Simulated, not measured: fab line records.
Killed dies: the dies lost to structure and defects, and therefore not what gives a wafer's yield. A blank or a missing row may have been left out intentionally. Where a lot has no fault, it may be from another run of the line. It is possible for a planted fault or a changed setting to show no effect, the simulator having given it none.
The tool behind it: which one? | flow nand harc | 14 lots with 42 wafers sampled at 5 steps, on a route of 1302 steps

WHAT THE GAUGES SHOWED, per wafer
NHARC_P_M0_CD_MEAS_09: the cd target is 90 nm.
lot  | measured     | on        | cd nm (nm)
L414 | day 6 01:14  | cd sem-02 | 89.5 89.9 89.5
L416 | day 6 17:28  | cd sem-02 | 89.6 89.7 89.7
L415 | day 6 18:05  | cd sem-02 | 90.2 90.0 89.5
L417 | day 7 03:53  | cd sem-01 | 90.0 90.5 90.2
L418 | day 7 16:33  | cd sem-02 | 90.0 90.0 89.8
L419 | day 8 01:58  | cd sem-01 | 90.0 90.1 90.7
L420 | day 8 10:40  | cd sem-03 | 90.1 89.7 90.0
L422 | day 9 05:19  | cd sem-01 | 89.4 89.0 89.5
L421 | day 9 05:44  | cd sem-03 | 90.4 90.9 90.8
L424 | day 10 04:11 | cd sem-03 | 90.2 89.5 89.8
L426 | day 10 22:31 | cd sem-03 | 89.4 89.3 88.8
L427 | day 11 12:11 | cd sem-02 | 89.6 89.6 89.6
L436 | day 15 12:32 | cd sem-03 | 89.9 65.1 90.4
L437 | day 15 18:38 | cd sem-03 | 65.5 90.1 89.8

NHARC_P_M0_CD_MEAS_16.
lot  | measured     | on        | cd nm (nm)
L414 | day 6 01:43  | cd sem-03 | 89.5 88.5 89.1
L416 | day 6 17:56  | cd sem-03 | 89.7 88.9 89.3
L415 | day 6 18:34  | cd sem-02 | 90.8 90.0 89.2
L417 | day 7 04:22  | cd sem-01 | 90.4 90.7 90.2
L418 | day 7 17:02  | cd sem-02 | 89.8 89.7 89.4
L419 | day 8 02:30  | cd sem-03 | 90.4 90.6 90.4
L420 | day 8 11:17  | cd sem-01 | 90.3 90.3 90.1
L422 | day 9 05:49  | cd sem-01 | 89.2 88.8 89.3
L421 | day 9 06:16  | cd sem-01 | 90.0 91.0 90.6
L424 | day 10 04:56 | cd sem-02 | 90.0 90.0 90.6
L426 | day 10 23:00 | cd sem-01 | 89.2 89.3 89.0
L427 | day 11 12:40 | cd sem-02 | 90.0 90.3 89.6
L436 | day 15 13:02 | cd sem-03 | 90.2 65.3 90.3
L437 | day 15 19:07 | cd sem-03 | 66.0 90.6 90.8

WHICH TOOL RAN EACH LOT (tool, then ch and the chambers of the sampled wafers, then the start)
lot  | NHARC_P_CONTACT_ETCH_31                       | NHARC_P_CONTACT_CVD_23                   | NHARC_P_M0_PEB_07
L414 | rie diel-11 ch 0,1, day 6 01:09 or earlier    | cvd w-02 ch 0,1, day 6 01:09 or earlier  | litho track-04 ch 0, day 6 01:09
L416 | rie diel-11 ch 1,2,3, day 6 17:23 or earlier  | cvd w-02 ch 0,1, day 6 17:23 or earlier  | litho track-06 ch 0, day 6 17:23
L415 | rie diel-12 ch 0,3, day 6 18:01 or earlier    | cvd w-01 ch 0, day 6 18:01 or earlier    | litho track-01 ch 0, day 6 18:01
L417 | rie diel-12 ch 0,2,3, day 7 03:48 or earlier  | cvd w-01 ch 0,1, day 7 03:48 or earlier  | litho track-06 ch 0, day 7 03:48
L418 | rie diel-11 ch 0,1,3, day 7 16:28 or earlier  | cvd w-01 ch 0,1, day 7 16:28 or earlier  | litho track-06 ch 0, day 7 16:28
L419 | rie diel-12 ch 2,3, day 8 01:53 or earlier    | cvd w-02 ch 0, day 8 01:53 or earlier    | litho track-06 ch 0, day 8 01:53
L420 | rie diel-12 ch 1,2,3, day 8 10:35 or earlier  | cvd w-01 ch 0,1, day 8 10:35 or earlier  | litho track-01 ch 0, day 8 10:35
L422 | rie diel-07 ch 1,3, day 9 05:14 or earlier    | cvd w-02 ch 0,1, day 9 05:14 or earlier  | litho track-06 ch 0, day 9 05:14
L421 | rie diel-12 ch 0,1,3, day 9 05:39 or earlier  | cvd w-02 ch 0,1, day 9 05:39 or earlier  | litho track-06 ch 0, day 9 05:39
L424 | rie diel-11 ch 2,3, day 10 04:06 or earlier   | cvd w-01 ch 0,1, day 10 04:06 or earlier | litho track-01 ch 0, day 10 04:06
L426 | rie diel-11 ch 1,2, day 10 22:26 or earlier   | cvd w-02 ch 0,1, day 10 22:26 or earlier | litho track-06 ch 0, day 10 22:26
L427 | rie diel-12 ch 1,2, day 11 12:06 or earlier   | cvd w-02 ch 0,1, day 11 12:06 or earlier | litho track-04 ch 0, day 11 12:06
L436 | rie diel-11 ch 0,1,2, day 15 12:28 or earlier | cvd w-02 ch 0,1, day 15 12:28 or earlier | litho track-01 ch 0, day 15 12:28
L437 | rie diel-12 ch 0,2,3, day 15 18:33 or earlier | cvd w-02 ch 1, day 15 18:33 or earlier   | litho track-01 ch 0, day 15 18:33
- NHARC_P_CONTACT_ETCH_31: etches the open film in CH3F/O2, target depth 30 nm, time 85.7 s.
- NHARC_P_CONTACT_CVD_23: deposits W, target thk 200 nm, time 557 s.
- NHARC_P_M0_PEB_07: peb time 65 s.

WHAT THE TOOLS THEMSELVES READ (means of the sampled wafers that have a number; where no wafer has one, the mark that the record gives instead)
NHARC_P_CONTACT_ETCH_31.
lot  | tool        | drypump motor current A (A) | oes product au (a.u.) | rf vpp V (V) | showerhead plenum p Torr (Torr) | throttle valve pct (%)
L414 | rie diel-11 | 5.9                         | 0.981                 | 246.2        | 2.59                            | 20.667
L416 | rie diel-11 | 5.8                         | 0.986                 | 245.1        | 2.51                            | 20.673
L415 | rie diel-12 | 5.7                         | 0.977                 | 245.0        | 2.48                            | 20.666
L417 | rie diel-12 | 5.8                         | 0.984                 | 244.4        | 2.45                            | 20.671
L418 | rie diel-11 | 6.0                         | 0.987                 | 245.4        | 2.52                            | 20.659
L419 | rie diel-12 | 5.9                         | 0.983                 | 244.2        | 2.41                            | 20.654
L420 | rie diel-12 | 5.9                         | 0.960                 | 244.3        | 2.44                            | 20.663
L422 | rie diel-07 | 6.3                         | 0.976                 | 244.0        | 2.48                            | 20.664
L421 | rie diel-12 | 5.9                         | 0.983                 | 243.7        | 2.47                            | 20.656
L424 | rie diel-11 | 6.1                         | 0.981                 | 243.5        | 2.44                            | 20.662
L426 | rie diel-11 | 5.6                         | 0.961                 | 246.1        | 2.58                            | 20.667
L427 | rie diel-12 | 6.0                         | 0.948                 | 245.9        | 2.49                            | 20.674
L436 | rie diel-11 | 5.9                         | 0.992                 | 246.1        | 2.58                            | 20.655
L437 | rie diel-12 | 5.8                         | 0.956                 | 244.3        | 2.44                            | 20.664

NHARC_P_CONTACT_CVD_23.
lot  | tool     | heater power w (W) | throttle valve pct (%)
L414 | cvd w-02 | 464                | 7.9
L416 | cvd w-02 | 446                | 8.0
L415 | cvd w-01 | 474                | 8.3
L417 | cvd w-01 | 428                | 8.0
L418 | cvd w-01 | 428                | 8.2
L419 | cvd w-02 | 477                | 7.6
L420 | cvd w-01 | 449                | 8.3
L422 | cvd w-02 | 475                | 7.9
L421 | cvd w-02 | 458                | 7.9
L424 | cvd w-01 | 466                | 8.0
L426 | cvd w-02 | 469                | 8.0
L427 | cvd w-02 | 466                | 7.8
L436 | cvd w-02 | 473                | 8.3
L437 | cvd w-02 | 462                | 8.7

NHARC_P_M0_PEB_07.
lot  | tool           | heater power total W (W)
L414 | litho track-04 | 156.4
L416 | litho track-06 | 156.5
L415 | litho track-01 | 156.9
L417 | litho track-06 | 157.0
L418 | litho track-06 | 156.5
L419 | litho track-06 | 156.5
L420 | litho track-01 | 156.8
L422 | litho track-06 | 156.7
L421 | litho track-06 | 156.5
L424 | litho track-01 | 156.8
L426 | litho track-06 | 156.4
L427 | litho track-04 | 156.7
L436 | litho track-01 | 178.5
L437 | litho track-01 | 178.0

THE ANSWER, worked out from the rows above alone
Rule: what is usual is taken from the lots themselves. Put in order of their means at a reading, lots are off if they are a third of the lots or fewer, leave a main group of 4 or more, and stand apart from it by a gap of 3 or more times the standard deviation of the main group's means; of several such gaps the widest counts. The tables above print the reading to a certain number of digits; a main group whose means all agree to those digits is not used. Also off: a lot with no number at a reading for which 4 or more lots have one. The other lots that the step has rows for count as sound. The gauges are gone through in route order, then the tools' own readings, and for those a lot's mean is taken as printed above. At the first step where some lot is off, the reading lying furthest off is the one used; lots without a number count as furthest.
Off: L436, L437, at NHARC_P_M0_CD_MEAS_09 (cd nm). Main group: mean 89.8 nm, sd 0.41.
If a tool, at a process step before that reading, ran all the lots that are off and no sound lot after the first of them, it fits. Not tried: the gauges at NHARC_P_M0_CD_MEAS_09; whatever is off there is also off at NHARC_P_M0_PEB_07, on other tools, and gauge error can't account for it. With no start given for some of its lots, NHARC_P_CONTACT_ETCH_31 uses the hours and lot order of NHARC_P_M0_PEB_07. With no start given for some of its lots, NHARC_P_CONTACT_CVD_23 uses the hours and lot order of NHARC_P_M0_PEB_07. This does not decide it: 2 tools fit, namely cvd w-02 at NHARC_P_CONTACT_CVD_23 and litho track-01 at NHARC_P_M0_PEB_07.

WHAT HAD BEEN PUT IN BY THE SIMULATOR
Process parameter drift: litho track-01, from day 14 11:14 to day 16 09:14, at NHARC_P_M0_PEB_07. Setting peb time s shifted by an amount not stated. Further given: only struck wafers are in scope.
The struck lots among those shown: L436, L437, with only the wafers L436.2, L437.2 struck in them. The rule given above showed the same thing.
